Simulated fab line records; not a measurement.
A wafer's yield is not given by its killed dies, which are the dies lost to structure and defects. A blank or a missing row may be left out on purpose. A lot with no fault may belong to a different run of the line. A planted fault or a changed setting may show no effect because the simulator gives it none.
Code-filled problem report in 8D (eight disciplines) form -- flow n5Finfet -- the parts of the form that need people (team, actions taken, sign-off) are left out

1. WHAT IS WRONG
Mean of exposureDoseMJCm2 at N5_BEOL_M5_EXPOSE_08: 36.35 across 9 wafers in 3 lots; on wafers with no fault it is 35.73 (standard deviation 0.049). That is +13 standard deviations from the usual mean.
The step: exposes mask M5, target cd 28 nm.
First seen on wafer L164.1, day 8 20:47, on euvScanner-01. At this step, 15 wafers from 5 lots have a number in the record. The rule behind "out" and "out of limits": a value lying over 4 standard deviations away from the usual mean. All remaining wafers that have a number are taken as sound.

2. WHAT IT IS, AND WHAT IT ISN'T
question,is,is not
which readings at this step,exposureDoseMJCm2,-
which lots,"L164, L168, L169","L163, L176"
which wafers of those lots,all that have a number,-
read on which tools,euvScanner-01,euvScanner-02
when,from day 8 20:47,up to then (3 sound wafers); but 3 sound wafers of L176 came after

3. SUSPECTS, AND WHAT RULES EACH OUT
Counting: a tool at a process step up to the reading stays a suspect if it ran every lot that is out and no sound lot after the first of them.
- euvScanner-01 at N5_BEOL_M5_EXPOSE_08 (exposes mask M5, target cd 28 nm): kept. Every lot that is out went through it, starting with L164 (day 8 20:47), and after that it ran no sound lot; the last sound lot it ran before then is L163 (day 8 01:23). On those wafers its own readings are out: exposureDoseMJCm2.
Left after counting: euvScanner-01 at N5_BEOL_M5_EXPOSE_08.

4. THE CAUSE (what the simulator had put in)
Process parameter drift: euvScanner-01, from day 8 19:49 on, at N5_BEOL_M5_EXPOSE_08. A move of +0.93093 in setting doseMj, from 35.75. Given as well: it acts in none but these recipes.
The count eliminated every tool but this one.

5. THE CHAIN OF EFFECTS, in route order
Rows list readings where the struck wafers' mean (over those with a number) sits beyond 3 standard deviations from the usual. Scope: only readings with a usual standard deviation given in the record; hours: median across lots of the time from each lot's start at the first step in this table that gives one to its start at this step; sigmas: change in usual standard deviations.
hours,step,reading,usual,on struck wafers,change,sigmas
0,N5_BEOL_M5_EXPOSE_08,exposureDoseMJCm2,35.73,36.35,+0.62,+13
The process steps in it:
- N5_BEOL_M5_EXPOSE_08: exposes mask M5, target cd 28 nm.

6. HOW IT WOULD HAVE BEEN CAUGHT EARLIER
In this record the first reading out of limits was taken at day 8 20:47, 1 hour after the fault began at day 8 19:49.
